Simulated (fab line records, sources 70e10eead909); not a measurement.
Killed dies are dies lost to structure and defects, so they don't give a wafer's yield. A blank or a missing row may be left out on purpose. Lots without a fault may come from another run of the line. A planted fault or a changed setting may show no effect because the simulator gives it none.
Chamber matching | flow nand_harc | NHARC_A_CONTACT_ALD_18 on ald_metal-02: 4 sister chambers
The step deposits TiN, target thk 3 nm, pulse time 1 s, ald cycles 150. 20 wafers are shown with their chamber, then 10 later ones without.

WAFERS WITH THEIR CHAMBER
wafer  | chamber | heater_power_w (W) | precursor_pulse_height_rel
L074.2 | 0       | 1211               | 1.003
L074.3 | 2       | 1167               | 0.990
L074.5 | 0       | 1205               | 1.032
L074.1 | 1       | 1054               | 1.018
L074.4 | 3       | 1204               | 0.994
L074.6 | 1       | 1057               | 0.965
L077.1 | 3       | 1209               | 1.014
L077.2 | 0       | 1190               | 1.020
L077.5 | 2       | 1168               | 0.970
L081.2 | 3       | 1180               | 1.018
L081.3 | 1       | 1044               | 1.015
L081.6 | 2       | 1157               | 0.987
L088.1 | 1       | 1047               | 0.988
L088.3 | 3       | 1171               | 1.007
L088.4 | 2       | 1228               | 1.019
L089.1 | 2       | 1220               | 0.986
L089.3 | 1       | 1064               | 0.967
L089.4 | 0       | 1214               | 0.970
L089.2 | 3       | 1184               | 0.949
L089.5 | 3       | 1183               | 1.033

SIGNATURES (means of the wafers above)
reading                    | chamber 0 | chamber 1 | chamber 2 | chamber 3 | scatter within a chamber
heater_power_w             | 1205.00   | 1053.20   | 1188.00   | 1188.50   | 19.5
precursor_pulse_height_rel | 1.00625   | 0.99060   | 0.99040   | 1.00250   | 0.0253
Rule: a wafer's distance from a chamber is the root of the sum, over the readings, of the square of ((its reading less the chamber's mean) divided by the reading's scatter). The wafer belongs to the nearest chamber; if the next one is less than 2 further off, it can't be placed. The scatter: the root of (the sum of the squares of (reading less its chamber's mean) over the shown wafers, divided by (wafers less chambers)).

WAFERS WITHOUT THEIR CHAMBER
wafer  | heater_power_w (W) | precursor_pulse_height_rel
L089.6 | 1242               | 0.995
L091.3 | 1222               | 0.973
L091.5 | 1009               | 1.003
L091.6 | 1218               | 0.973
L092.1 | 1242               | 1.009
L092.2 | 1250               | 0.976
L092.5 | 1257               | 1.007
L095.1 | 1206               | 1.036
L095.4 | 1211               | 1.011
L095.5 | 1179               | 1.011

WHICH CHAMBER EACH WENT THROUGH
wafer  | from the rows above          | in truth
L089.6 | can't be placed: 0 or 3 or 2 | 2
L091.3 | can't be placed: 0 or 2 or 3 | 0
L091.5 | 1                            | 1
L091.6 | can't be placed: 0 or 2 or 3 | 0
L092.1 | can't be placed: 0 or 3 or 2 | 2
L092.2 | can't be placed: 0 or 2 or 3 | 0
L092.5 | can't be placed: 0 or 3 or 2 | 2
L095.1 | can't be placed: 0 or 3 or 2 | 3
L095.4 | can't be placed: 0 or 3 or 2 | 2
L095.5 | can't be placed: 3 or 2 or 0 | 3
Placed correctly: 1 of 10. Can't be placed from these rows: 9 (the true chamber is among the candidates in 9). Placed wrongly: 0.
